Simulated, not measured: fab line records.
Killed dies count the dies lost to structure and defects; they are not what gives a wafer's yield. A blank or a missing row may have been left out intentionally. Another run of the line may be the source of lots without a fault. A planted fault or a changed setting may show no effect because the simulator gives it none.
Problem report in the 8D (eight disciplines) form, filled by code    flow n5_finfet    the parts of the form that need people (team, actions taken, sign-off) are left out

1. WHAT IS WRONG
Wafers with no fault read 13.8 s with a standard deviation of 2.2, whereas time_to_endpoint_s at N5_DUMMY_GATE_CMP_04 reads a mean of 4.1 s on 1 wafer of 1 lot. Relative to the usual mean, that is a shift of -4.4 standard deviations.
The step: polishes a-Si.
First observed at day 6 13:54: wafer L426.2, on cmp-04. Wafers with a number at this step in the record: 15, from 5 lots. Rule for "out", or "out of limits": more than 4 standard deviations from the usual mean. All remaining wafers that have a number are taken as sound.

2. WHAT IT IS AND WHAT IT IS NOT
question                     is                  is not
which readings at this step  time_to_endpoint_s  motor_current_A
which lots                   L426                L419, L420, L430, L431
which wafers of those lots   L426.2              L426.1, L426.5
read on which tools          cmp-04              cmp-03
when                         from day 6 13:54    up to then (8 sound wafers); but 6 sound wafers of L430, L431 came after

3. WHAT RULES OUT EACH SUSPECT
Counting: a tool at a process step up to the reading stays a suspect if it ran every lot that is out. Sound lots after the first of them don't rule it out here, since some wafers of a struck lot are sound.
- ald_sin-02 at N5_DUMMY_GATE_ALD_02 (deposits SiO2, target thk 2 nm, pulse time 1 s): kept. It ran the lot that is out, L426 (day 6 10:04).
- cmp-04 at N5_DUMMY_GATE_CMP_04 (polishes a-Si): kept. The lot that is out, L426, ran on it at day 6 13:54; the last sound lot it ran before that was L420, at day 4 23:43. Its own time_to_endpoint_s readings are out on those wafers.
- In ald_sin-02 at N5_DUMMY_GATE_ALD_02, the wafers that are out were processed in chamber 2 and their sound lot-mates in chambers 1, 3.
- In cmp-04 at N5_DUMMY_GATE_CMP_04, the wafers that are out were processed in chamber 1 and their sound lot-mates in chambers 2, 3.
After counting, ald_sin-02 at N5_DUMMY_GATE_ALD_02 and cmp-04 at N5_DUMMY_GATE_CMP_04 remain.

4. THE CAUSE (what the simulator had put in)
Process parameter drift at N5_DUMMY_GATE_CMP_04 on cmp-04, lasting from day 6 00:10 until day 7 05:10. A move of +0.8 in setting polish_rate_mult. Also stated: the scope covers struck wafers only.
2 suspects survive the count, and this tool is in that group.

5. SEQUENCE OF EFFECTS, ordered by route
Each row: a reading where the mean over the struck wafers with a number is more than 3 standard deviations away from the usual. Only readings for which the record gives a usual standard deviation are gone through. hours: the time from each lot's start at the first step in this table that gives one to its start at this step, as a median over the lots. sigmas: the change in usual standard deviations.
hours  step                  reading             usual   on struck wafers  change  sigmas
0      N5_DUMMY_GATE_CMP_04  time_to_endpoint_s  13.8 s  4.1               -9.7    -4.4
Its process steps:
- N5_DUMMY_GATE_CMP_04: polishes a-Si.
Later steps that measure or inspect, where all struck wafers having a row at the step show a number for every such reading and not one has moved that far: N5_DUMMY_GATE_THK_MEAS_05, N5_BEOL_M4_RC_MEAS_101.

6. WHAT WOULD HAVE CAUGHT IT SOONER
In this record the first reading out of limits was taken at day 6 13:54, 14 hours after the fault began at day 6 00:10.
